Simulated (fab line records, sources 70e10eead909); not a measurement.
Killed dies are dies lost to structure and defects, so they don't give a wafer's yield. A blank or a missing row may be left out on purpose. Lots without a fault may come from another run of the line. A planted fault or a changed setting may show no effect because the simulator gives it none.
Which tool did it? | flow nand_harc | 13 lots, 38 wafers sampled, at 5 steps of a route of 1302

WHAT THE GAUGES READ, wafer by wafer
NHARC_A_BLC_INSPECT_12.
lot  | measured     | on                | raw_defect_count
L977 | day 23 00:20 | defect_inspect-01 | 116 100 106
L978 | day 23 20:00 | defect_inspect-02 | 74 63 69
L980 | day 24 12:04 | defect_inspect-01 | 23 24 19
L983 | day 25 21:41 | defect_inspect-02 | 121 120
L985 | day 27 04:16 | defect_inspect-01 | 69 73 58
L989 | day 28 13:14 | defect_inspect-01 | 97 106 96
L991 | day 29 06:04 | defect_inspect-01 | 112 112 110
L992 | day 29 23:48 | defect_inspect-01 | 62 57 68
L994 | day 30 17:40 | defect_inspect-01 | 52 35 28
L995 | day 30 19:26 | defect_inspect-02 | 138 130 143
L997 | day 31 06:54 | defect_inspect-02 | 92 91 90
L996 | day 31 07:08 | defect_inspect-01 | 75 61 63
L998 | day 33 10:02 | defect_inspect-02 | 74 54 72

NHARC_END_SORT_01.
lot  | measured     | on        | killed_at_array | killed_at_other | killed_at_periphery | killed_dies | killed_open | killed_short
L989 | day 30 10:31 | prober-01 | 47 60           | 0 4             | 3 6                 | 50 70       | 2 6         | 1 4

WHICH TOOL RAN EACH LOT (tool, then ch and the chambers of the sampled wafers, then the start)
lot  | NHARC_A_CONTACT_ETCH_135             | NHARC_A_CONTACT_ETCH_110           | NHARC_A_BLC_SOFTBAKE_05
L977 | har_cap_etch-01 ch 0,1, day 22 19:25 | rie_diel-03 ch 0,2,3, day 22 21:35 | litho_track-04 ch 0, day 22 23:00
L978 | har_cap_etch-03 ch 0,1, day 23 15:00 | rie_diel-03 ch 1,2, day 23 17:07   | litho_track-01 ch 0, day 23 19:00
L980 | har_cap_etch-01 ch 0,1, day 24 06:49 | rie_diel-08 ch 1,2,3, day 24 09:21 | litho_track-04 ch 0, day 24 11:00
L983 | har_cap_etch-03 ch 0,1, day 25 16:43 | rie_diel-03 ch 1,2, day 25 18:54   | litho_track-04 ch 0, day 25 21:00
L985 | har_cap_etch-01 ch 0,1, day 26 23:17 | rie_diel-08 ch 0,2,3, day 27 01:29 | litho_track-04 ch 0, day 27 03:00
L989 | har_cap_etch-03 ch 0,1, day 28 08:16 | rie_diel-03 ch 0,1,3, day 28 10:26 | litho_track-01 ch 0, day 28 12:00
L991 | har_cap_etch-01 ch 0,1, day 29 01:05 | rie_diel-03 ch 0,1, day 29 03:14   | litho_track-01 ch 0, day 29 05:00
L992 | har_cap_etch-01 ch 0, day 29 18:28   | rie_diel-03 ch 0,2, day 29 21:07   | litho_track-06 ch 0, day 29 23:00
L994 | har_cap_etch-01 ch 0,1, day 30 12:43 | rie_diel-08 ch 0,1, day 30 14:52   | litho_track-06 ch 0, day 30 17:00
L995 | har_cap_etch-02 ch 0,1, day 30 13:37 | rie_diel-08 ch 0,1,3, day 30 16:47 | litho_track-04 ch 0, day 30 18:00
L997 | har_cap_etch-02 ch 0,1, day 31 01:38 | rie_diel-03 ch 1,2, day 31 03:57   | litho_track-01 ch 0, day 31 06:00
L996 | har_cap_etch-01 ch 0,1, day 31 01:41 | rie_diel-12 ch 1,3, day 31 04:17   | litho_track-06 ch 0, day 31 06:00
L998 | har_cap_etch-01 ch 1, day 33 05:08   | rie_diel-12 ch 0,1, day 33 07:17   | litho_track-01 ch 0, day 33 09:00
- NHARC_A_CONTACT_ETCH_135: etches the open film in C4F8/O2/Ar, time 311 s, target depth 1912 nm.
- NHARC_A_CONTACT_ETCH_110: etches the open film in CF4/O2, target depth 60 nm, overetch 6 nm, time 33 s.
- NHARC_A_BLC_SOFTBAKE_05: time 55 s.

WHAT THE TOOLS THEMSELVES READ (means of the sampled wafers that have a number; where no wafer has one, the mark that the record gives instead)
NHARC_A_CONTACT_ETCH_135.
lot  | tool            | oes_air_line_au (a.u.)
L977 | har_cap_etch-01 | 0.997
L978 | har_cap_etch-03 | 0.981
L980 | har_cap_etch-01 | 1.020
L983 | har_cap_etch-03 | 1.000
L985 | har_cap_etch-01 | 1.018
L989 | har_cap_etch-03 | 1.018
L991 | har_cap_etch-01 | 0.995
L992 | har_cap_etch-01 | 0.992
L994 | har_cap_etch-01 | 0.996
L995 | har_cap_etch-02 | 0.951
L997 | har_cap_etch-02 | 1.016
L996 | har_cap_etch-01 | 0.999
L998 | har_cap_etch-01 | 1.020

NHARC_A_CONTACT_ETCH_110.
lot  | tool        | drypump_motor_current_A (A) | o2_flow_sccm (sccm) | oes_product_au (a.u.) | rf_vpp_V (V) | showerhead_plenum_p_Torr (Torr) | throttle_valve_pct (%)
L977 | rie_diel-03 | 5.6                         | 20.03               | 1.004                 | 197.2        | 1.31                            | 13.389
L978 | rie_diel-03 | 5.3                         | 19.94               | 1.006                 | 197.0        | 1.28                            | 13.397
L980 | rie_diel-08 | 5.9                         | 19.97               | 1.004                 | 197.4        | 1.34                            | 13.398
L983 | rie_diel-03 | 5.4                         | 19.95               | 1.006                 | 196.8        | 1.28                            | 13.404
L985 | rie_diel-08 | 6.0                         | 20.01               | 0.997                 | 199.6        | 1.39                            | 13.394
L989 | rie_diel-03 | 5.4                         | 20.06               | 1.004                 | 197.8        | 1.32                            | 13.398
L991 | rie_diel-03 | 5.6                         | 20.06               | 1.011                 | 195.6        | 1.26                            | 13.404
L992 | rie_diel-03 | 5.8                         | 20.05               | 0.987                 | 196.4        | 1.26                            | 13.395
L994 | rie_diel-08 | 5.7                         | 19.92               | 1.004                 | 198.3        | 1.38                            | 13.399
L995 | rie_diel-08 | 5.9                         | 20.08               | 1.001                 | 198.1        | 1.36                            | 13.399
L997 | rie_diel-03 | 5.6                         | 20.01               | 0.983                 | 196.1        | 1.27                            | 13.397
L996 | rie_diel-12 | 5.7                         | 20.02               | 1.003                 | 197.0        | 1.30                            | 13.392
L998 | rie_diel-12 | 5.7                         | 19.99               | 1.008                 | 196.9        | 1.27                            | 13.396

NHARC_A_BLC_SOFTBAKE_05.
lot  | tool           | heater_power_total_W (W)
L977 | litho_track-04 | 188.32
L978 | litho_track-01 | 188.61
L980 | litho_track-04 | 188.52
L983 | litho_track-04 | 205.62
L985 | litho_track-04 | 211.18
L989 | litho_track-01 | 188.52
L991 | litho_track-01 | 188.35
L992 | litho_track-06 | 188.61
L994 | litho_track-06 | 188.48
L995 | litho_track-04 | 188.46
L997 | litho_track-01 | 188.44
L996 | litho_track-06 | 188.46
L998 | litho_track-01 | 188.55

THE ANSWER, worked out from the rows above alone
Rule: what is usual is taken from the lots themselves. Put in order of their means at a reading, lots are off if they are a third of the lots or fewer, leave a main group of 4 or more, and stand apart from it by a gap of 3 or more times the standard deviation of the main group's means; of several such gaps the widest counts. A main group whose means are all the same, to the digits that the tables above print for the reading, isn't used. A lot without any number at a reading at which 4 lots or more have one is off too. The other lots that the step has rows for count as sound. The gauges are gone through in route order, then the tools' own readings, and for those a lot's mean is taken as printed above. The first step at which some lot is off is used, and at that step the reading that is off furthest; a lot without a number counts as furthest.
Off: L983, L985, at NHARC_A_BLC_SOFTBAKE_05 (heater_power_total_W). The main group: mean 188.48 W, standard deviation 0.089.
A tool fits if, at that step or a process step before it, it ran every lot that is off, and no sound lot after the first of them. None of those tried fits.

WHAT THE SIMULATOR HAD PUT IN
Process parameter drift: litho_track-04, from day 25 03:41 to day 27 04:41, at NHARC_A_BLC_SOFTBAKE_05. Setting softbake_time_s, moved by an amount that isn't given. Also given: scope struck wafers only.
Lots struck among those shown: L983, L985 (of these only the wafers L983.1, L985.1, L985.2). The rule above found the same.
